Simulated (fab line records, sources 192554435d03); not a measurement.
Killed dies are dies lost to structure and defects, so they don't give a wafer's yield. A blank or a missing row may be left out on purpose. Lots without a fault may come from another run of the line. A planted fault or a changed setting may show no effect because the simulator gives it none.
Problem report in the 8D (eight disciplines) form, filled by code | flow n5_finfet | the parts of the form that need people (team, actions taken, sign-off) are left out

1. THE PROBLEM
barrier_field_endpoint_s at N5_BEOL_M3_CMP_52 reads a mean of 13.6 s on 3 wafers of 3 lots; wafers without a fault read 24.6 s with a standard deviation of 0.64. That is -17 standard deviations from the usual mean.
The step: polishes, stops on SiOC, t overpolish 6.8 s, target thk 40 nm.
First seen on wafer L881.3, day 11 18:47, on cmp-04. The record holds 28 wafers of 10 lots with a number at this step. Rule for "out", or "out of limits": more than 4 standard deviations from the usual mean. The other wafers with a number count as sound.

2. WHAT IT IS AND WHAT IT IS NOT
question                    | is                                           | is not
which readings at this step | barrier_field_endpoint_s, time_to_endpoint_s | head_pressure_psi, motor_current_A, overpolish_run_s
which lots                  | L881, L883, L886                             | L866, L867, L868, L869, L871, L879, L887
which wafers of those lots  | L881.3, L883.3, L886.3                       | L881.4, L881.6, L883.4, L886.1
read on which tools         | cmp-04                                       | cmp-01, cmp-02
when                        | from day 11 18:47                            | up to then (20 sound wafers); but 5 sound wafers of L883, L886, L887 came after

3. SUSPECTS, AND WHAT RULES EACH OUT
Counting: a tool at a process step up to the reading stays a suspect if it ran every lot that is out. Sound lots after the first of them don't rule it out here, since some wafers of a struck lot are sound.
- cmp-04 at N5_BEOL_M3_CMP_52 (polishes, stops on SiOC, t overpolish 6.8 s, target thk 40 nm): kept. It ran every lot that is out, first L881 (day 11 18:47); its last sound lot up to then is L869 (day 8 21:46). Its own readings are out on those wafers: barrier_field_endpoint_s, time_to_endpoint_s.
Left after counting: cmp-04 at N5_BEOL_M3_CMP_52.

4. THE CAUSE (what the simulator had put in)
Process parameter drift: cmp-04, from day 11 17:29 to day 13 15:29, at N5_BEOL_M3_CMP_52. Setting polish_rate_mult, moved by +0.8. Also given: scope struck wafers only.
Counting left only this tool.

5. THE CHAIN OF EFFECTS, in route order
Each row: a reading whose mean over the struck wafers that have a number lies more than 3 standard deviations from the usual. Only readings for which the record gives a usual standard deviation are gone through. hours: the time from each lot's start at the first step in this table that gives one to its start at this step, as a median over the lots. sigmas: the change in usual standard deviations.
hours | step              | reading                  | usual  | on struck wafers | change | sigmas
0     | N5_BEOL_M3_CMP_52 | barrier_field_endpoint_s | 24.6 s | 13.6             | -11.0  | -17
0     | N5_BEOL_M3_CMP_52 | time_to_endpoint_s       | 63 s   | 35               | -28    | -7.7
The process steps in it:
- N5_BEOL_M3_CMP_52: polishes, stops on SiOC, t overpolish 6.8 s, target thk 40 nm.
Later measuring or inspecting steps at which every struck wafer that the step has a row for has a number for every such reading, and none has moved that far: N5_BEOL_M4_RC_MEAS_101.

6. WHAT WOULD HAVE CAUGHT IT SOONER
In this record the first reading out of limits was taken at day 11 18:47, 1 hour after the fault began at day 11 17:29.
